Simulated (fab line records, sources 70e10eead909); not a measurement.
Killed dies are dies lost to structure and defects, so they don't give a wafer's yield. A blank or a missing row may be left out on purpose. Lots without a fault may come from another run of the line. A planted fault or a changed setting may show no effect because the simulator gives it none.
Chamber matching | flow nand_harc | NHARC_P_BONDPAD_ACTIVATE_29 on rie_diel-04: 4 sister chambers
The step chemistry N2, time 60 s. 4 wafers are shown with their chamber, then 12 later ones without.

WAFERS WITH THEIR CHAMBER
wafer  | chamber | drypump_motor_current_A (A)
L088.6 | 1       | 5.2
L091.2 | 0       | 6.0
L090.2 | 2       | 4.8
L090.5 | 3       | 5.3

WAFERS WITHOUT THEIR CHAMBER
wafer  | drypump_motor_current_A (A)
L092.2 | 5.2
L092.4 | 6.1
L092.6 | 4.9
L095.1 | 6.0
L095.3 | 5.3
L095.6 | 5.3
L096.1 | 6.0
L096.4 | 5.3
L096.5 | 6.0
L097.3 | 5.3
L097.4 | 4.8
L097.6 | 5.3

WHICH CHAMBER EACH WENT THROUGH
wafer  | from the rows above | in truth
L092.2 | 1                   | 1
L092.4 | 0                   | 0
L092.6 | 2                   | 2
L095.1 | 0                   | 0
L095.3 | 3                   | 3
L095.6 | 3                   | 3
L096.1 | 0                   | 0
L096.4 | 3                   | 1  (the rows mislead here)
L096.5 | 0                   | 0
L097.3 | 3                   | 3
L097.4 | 2                   | 2
L097.6 | 3                   | 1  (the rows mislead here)
Placed correctly: 10 of 12. Can't be placed from these rows: 0. Placed wrongly: 2.
How it was worked out, from the rows above alone: a wafer's distance from a chamber is the root of the sum, over the readings, of the square of ((its reading less the chamber's mean) divided by the reading's scatter). The wafer belongs to the nearest chamber; if the next one is less than 2 further off, it can't be placed. A chamber's mean is the mean of its shown wafers. The scatter: with one shown wafer a chamber, the root of the mean of the squares of how far each hidden wafer lies from its nearest shown one.
